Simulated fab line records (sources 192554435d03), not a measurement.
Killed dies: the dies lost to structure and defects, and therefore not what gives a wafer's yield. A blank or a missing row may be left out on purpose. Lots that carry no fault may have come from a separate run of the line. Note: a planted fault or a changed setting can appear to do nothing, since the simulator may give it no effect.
Matching of chambers + flow n5 finfet + N5_BEOL_M0_SAQP_SPACER2_ALD_26 on ald sin-02: 4 sister chambers
The step deposits SiO2, target thk 15 nm, pulse time 1 s, purge time 2 s. 22 wafers are shown with their chamber, then 11 later ones without.

== WAFERS WITH THEIR CHAMBER ==
| wafer  | chamber | heater power w (W) | susceptor temp C (C) | precursor pulse height rel |
|--------|---------|--------------------|----------------------|----------------------------|
| L074.2 | 3       | 375                | 299.99               | 0.997                      |
| L074.3 | 2       | 483                | 299.99               | 1.029                      |
| L074.4 | 1       | 496                | 299.70               | 1.013                      |
| L079.2 | 1       | 482                | 300.10               | 0.998                      |
| L079.5 | 1       | 491                | 299.92               | 0.970                      |
| L079.6 | 0       | 504                | 300.31               | 1.002                      |
| L081.3 | 3       | 366                | 299.98               | 1.008                      |
| L081.5 | 2       | 480                | 299.93               | 0.994                      |
| L081.6 | 1       | 495                | 300.02               | 1.006                      |
| L083.2 | 1       | 500                | 300.16               | 1.004                      |
| L083.3 | 0       | 490                | 300.11               | 0.995                      |
| L083.6 | 3       | 374                | 299.99               | 0.978                      |
| L084.2 | 0       | 501                | 299.81               | 0.996                      |
| L084.3 | 3       | 372                | 300.15               | 1.019                      |
| L084.4 | 2       | 489                | 300.25               | 0.972                      |
| L085.1 | 0       | 491                | 299.97               | 1.031                      |
| L085.2 | 3       | 363                | 300.14               | 1.025                      |
| L085.3 | 1       | 502                | 300.08               | 1.004                      |
| L091.1 | 0       | 510                | 299.54               | 1.042                      |
| L091.3 | 3       | 366                | 300.41               | 1.024                      |
| L091.6 | 0       | 497                | 299.74               | 0.992                      |
| L092.2 | 1       | 503                | 300.33               | 1.026                      |

SIGNATURES (means of the wafers above)
| reading                    | chamber 0 | chamber 1 | chamber 2 | chamber 3 | scatter within a chamber |
|----------------------------|-----------|-----------|-----------|-----------|--------------------------|
| heater power w             | 498.83    | 495.57    | 484.00    | 369.33    | 6.61                     |
| susceptor temp C           | 299.9133  | 300.0443  | 300.0567  | 300.1100  | 0.212                    |
| precursor pulse height rel | 1.00967   | 1.00300   | 0.99833   | 1.00850   | 0.0202                   |
Rule: for a wafer and a chamber, the distance is found by dividing, reading by reading, the gap between the wafer's reading and the chamber's mean by the reading's scatter, squaring, summing and taking the root. The wafer belongs to the nearest chamber; if the next one is less than 2 further off, it can't be placed. The scatter is the square root of a quotient: the sum, over the shown wafers, of each reading's squared deviation from its chamber's mean, divided by wafers minus chambers.

== WAFERS WITHOUT THEIR CHAMBER ==
| wafer  | heater power w (W) | susceptor temp C (C) | precursor pulse height rel |
|--------|--------------------|----------------------|----------------------------|
| L092.5 | 506                | 300.19               | 0.992                      |
| L092.6 | 485                | 300.03               | 0.973                      |
| L093.1 | 506                | 299.87               | 1.006                      |
| L093.3 | 496                | 300.06               | 0.988                      |
| L093.6 | 374                | 299.73               | 1.005                      |
| L094.1 | 510                | 299.88               | 1.022                      |
| L094.2 | 489                | 299.97               | 0.999                      |
| L094.3 | 372                | 300.00               | 0.993                      |
| L095.2 | 483                | 300.11               | 1.004                      |
| L095.3 | 384                | 299.84               | 1.006                      |
| L095.6 | 498                | 300.13               | 1.023                      |

== WHICH CHAMBER EACH ONE RAN IN ==
| wafer  | from the rows above          | in truth |
|--------|------------------------------|----------|
| L092.5 | can't be placed: 1 or 0 or 2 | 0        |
| L092.6 | can't be placed: 2 or 1 or 0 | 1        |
| L093.1 | can't be placed: 0 or 1      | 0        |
| L093.3 | can't be placed: 1 or 0 or 2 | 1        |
| L093.6 | 3                            | 3        |
| L094.1 | can't be placed: 0 or 1      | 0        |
| L094.2 | can't be placed: 2 or 1 or 0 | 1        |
| L094.3 | 3                            | 3        |
| L095.2 | can't be placed: 2 or 1      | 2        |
| L095.3 | 3                            | 3        |
| L095.6 | can't be placed: 1 or 0 or 2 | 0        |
Correctly placed: 3 of 11. From these rows, 8 cannot be placed; in 8 the true chamber is one of the candidates. Wrongly placed: 0.
